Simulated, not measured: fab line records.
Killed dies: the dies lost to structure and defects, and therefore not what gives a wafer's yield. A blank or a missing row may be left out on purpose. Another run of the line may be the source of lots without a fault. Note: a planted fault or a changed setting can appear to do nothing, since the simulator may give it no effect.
Matching of chambers + flow n5-finfet + N5_BEOL_M3_DESCUM_33 on rie-diel-01 has 4 sister chambers
The step chemistry O2, time 7 s. 4 wafers are shown with their chamber, then 9 later ones without.

== WAFERS, EACH WITH ITS CHAMBER ==
| wafer  | chamber | throttle-valve-pct (%) |
|--------|---------|------------------------|
| L082.2 | 2       | 20.58                  |
| L084.1 | 0       | 20.45                  |
| L084.2 | 1       | 19.85                  |
| L084.3 | 3       | 20.32                  |

== WAFERS WITH NO CHAMBER GIVEN ==
| wafer  | throttle-valve-pct (%) |
|--------|------------------------|
| L088.2 | 20.46                  |
| L088.3 | 20.58                  |
| L088.5 | 19.88                  |
| L091.1 | 20.34                  |
| L091.2 | 20.60                  |
| L091.6 | 20.59                  |
| L097.1 | 20.61                  |
| L097.2 | 20.34                  |
| L097.5 | 20.36                  |

== WHICH CHAMBER EACH ONE RAN IN ==
| wafer  | from the rows above | in truth |
|--------|---------------------|----------|
| L088.2 | 0                   | 0        |
| L088.3 | 2                   | 2        |
| L088.5 | 1                   | 1        |
| L091.1 | 3                   | 3        |
| L091.2 | 2                   | 2        |
| L091.6 | 2                   | 2        |
| L097.1 | 2                   | 2        |
| L097.2 | 3                   | 3        |
| L097.5 | 3                   | 3        |
9 of 9 placed correctly. Left unplaced by these rows: 0. 0 placed wrongly.
How it was worked out, from the rows above alone: a wafer's distance from a chamber is the root of the sum, over the readings, of the square of ((its reading less the chamber's mean) divided by the reading's scatter). The wafer belongs to the nearest chamber; if the next one is less than 2 further off, it can't be placed. The mean given for a chamber averages the wafers shown for that chamber. The scatter: root of mean squared gap, hidden wafer to nearest shown wafer, with one shown wafer a chamber.
